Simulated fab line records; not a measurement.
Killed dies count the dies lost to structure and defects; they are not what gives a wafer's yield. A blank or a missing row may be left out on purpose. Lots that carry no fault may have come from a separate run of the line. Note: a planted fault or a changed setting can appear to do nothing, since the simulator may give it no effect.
Struck lot and sound lot, side by side | flow n5-finfet | 37 steps out of a route of 1938
Sound: wafers L510.1, L510.2, L510.3. Struck: wafer L514.4; the same lot's L514.1 was not struck, so it is left out; see the end for the cause.
Order at every step that has rows: each side's tool, ch and its chambers, its first start. Under that, the readings that differ: sound wafers | struck wafers | difference of the means | sigmas: that difference in standard deviations of wafers without a fault.
alike: same words and numbers on both sides, and readings whose means sit less than 2 such deviations apart. not compared: any withheld reading, any reading some wafer has no value for, any bound like >300 that may hide the same value, and any number with overlapping values for which the record gives no deviation.
A row with sigmas, a row that says differs or no value, or rows on one side alone: a step with any of these is where the two part. Non-overlapping numbers with no deviation appear without sigmas and do not part them. Lack of a reading on every wafer of one side parts them only where that side has two or more wafers.

first, 9 steps without rows for these wafers: N5_BEOL_M10_ALD_74 (deposits TaN, target thk 2 nm, pulse time 2 s, purge time 3 s); N5_BEOL_M10_SURFACE_TREAT_76; N5_BEOL_M10_CVD_75 (deposits Co from CCTBA/H2, target thk 2 nm, time 138.9 s); N5_BEOL_M10_SPUTTER_48 (material Cu, target thk 12 nm, time 2 s); N5_BEOL_M10_ECD_50 (material Cu, target thk 318 nm); N5_BEOL_M10_ANNEAL_51 (time 90 s); N5_BEOL_M10_CMP_52 (polishes, stops on SiCOH lowk, t overpolish 7 s, target thk 140 nm); N5_BEOL_M10_PRE_CLEAN_55 (time 15 s); N5_BEOL_M10_DEP_56 (deposits SiCN from 3MS/NH3, target thk 15 nm, time 26.5 s).
N5_BEOL_M11_ILD_DEP_00: deposits SiCOH lowk from DEMS/porogen, target thk 308.51 nm, time 58 s.
  sound on pecvd-02 ch 0,1,2, day 13 15:07; struck on pecvd-02 ch 1, day 14 03:00
  reading                                             | sound             | struck | difference | sigmas
  model.SiCOH_lowk_of_BEOL_M11_ILD_DEP_00.thk-nm (nm) | 306.6 305.4 307.6 | 289.2  | -17.3      |
  alike: chamber-pressure-Torr, heater-power-w, rf-fwd-power-W, showerhead-plenum-p-Torr, throttle-valve-pct
then, 1 step without rows for these wafers: N5_BEOL_M11_CURE_71 (cures SiCOH lowk, time 240 s).
N5_BEOL_M11_THK_MEAS_01:
  sound: film-metro-01 at day 13 15:58; struck: film-metro-01 at day 14 04:04
  reading          | sound       | struck | difference | sigmas
  M11_ILD_THK (nm) | 266 266 267 | 251    | -15        | -4
then, 23 steps without rows for these wafers: N5_BEOL_M11_PECVD_70 (deposits SiO2 from TEOS/O2, target thk 20 nm, time 22.7 s); N5_BEOL_M11_HM_DEP_02 (deposits TiN, target thk 20 nm); N5_BEOL_M11_COAT_59 (time 60 s, resist thk 100 nm); N5_BEOL_M11_COAT_60 (time 60 s, resist thk 30 nm); N5_BEOL_M11_COAT_05 (resist thk 90 nm); N5_BEOL_M11_EBR_07; N5_BEOL_M11_SOFTBAKE_06 (time 60 s); N5_BEOL_M11_EXPOSE_08 (exposes mask M11); N5_BEOL_M11_PEB_09 (peb time 60 s); N5_BEOL_M11_DEVELOP_10 (develop time 30 s); N5_BEOL_M11_DESCUM_16 (chemistry O2, time 7.9 s); N5_BEOL_M11_ETCH_61 (etches SiARC in CF4, target depth 39 nm, time 65 s); N5_BEOL_M11_ETCH_62 (etches SOC in N2/H2, target depth 110 nm, overetch 22 nm, time 165 s); N5_BEOL_M11_STRIP_68 (strips in N2/H2); N5_BEOL_M11_STRIP_67 (strips in CF4); N5_BEOL_M11_HM_OPEN_17 (chemistry Cl2/BCl3, target TiN, target depth 20 nm, overetch 6 nm); N5_BEOL_M11_STRIP_19 (strips in O2); N5_BEOL_M11_COAT_63 (time 60 s, resist thk 100 nm); N5_BEOL_M11_COAT_64 (time 60 s, resist thk 30 nm); N5_BEOL_M11_COAT_22 (resist thk 90 nm); N5_BEOL_M11_EBR_24; N5_BEOL_M11_SOFTBAKE_23 (time 60 s); N5_BEOL_M11_EXPOSE_25 (exposes mask V10).
N5_BEOL_M11_CMP_52: polishes, stops on SiCOH lowk, t overpolish 7 s, target thk 140 nm.
  sound on cmp-02 ch 0,1,2, day 13 23:42; struck on cmp-03 ch 3, day 14 10:28
  reading                                             | sound             | struck | difference | sigmas
  edge-zone-pressure-frac                             | 0.992 0.993 1.007 | 1.010  | +0.013     | +2
  model.SiCOH_lowk_of_BEOL_M11_ILD_DEP_00.thk-nm (nm) | 263.2 262.2 264.2 | 248    | -15        |
  alike: clearing-platen-down-force-psi, motor-current-A, retaining-ring-pressure-frac, slurry-flow-ml-min
then, 1 step without rows for these wafers: N5_PASSIVATION_PROBE_49.

== WHERE THEY PART ==
First at N5_BEOL_M11_THK_MEAS_01; last, within this record, at N5_BEOL_M11_CMP_52.

WHY: what the simulator had put in
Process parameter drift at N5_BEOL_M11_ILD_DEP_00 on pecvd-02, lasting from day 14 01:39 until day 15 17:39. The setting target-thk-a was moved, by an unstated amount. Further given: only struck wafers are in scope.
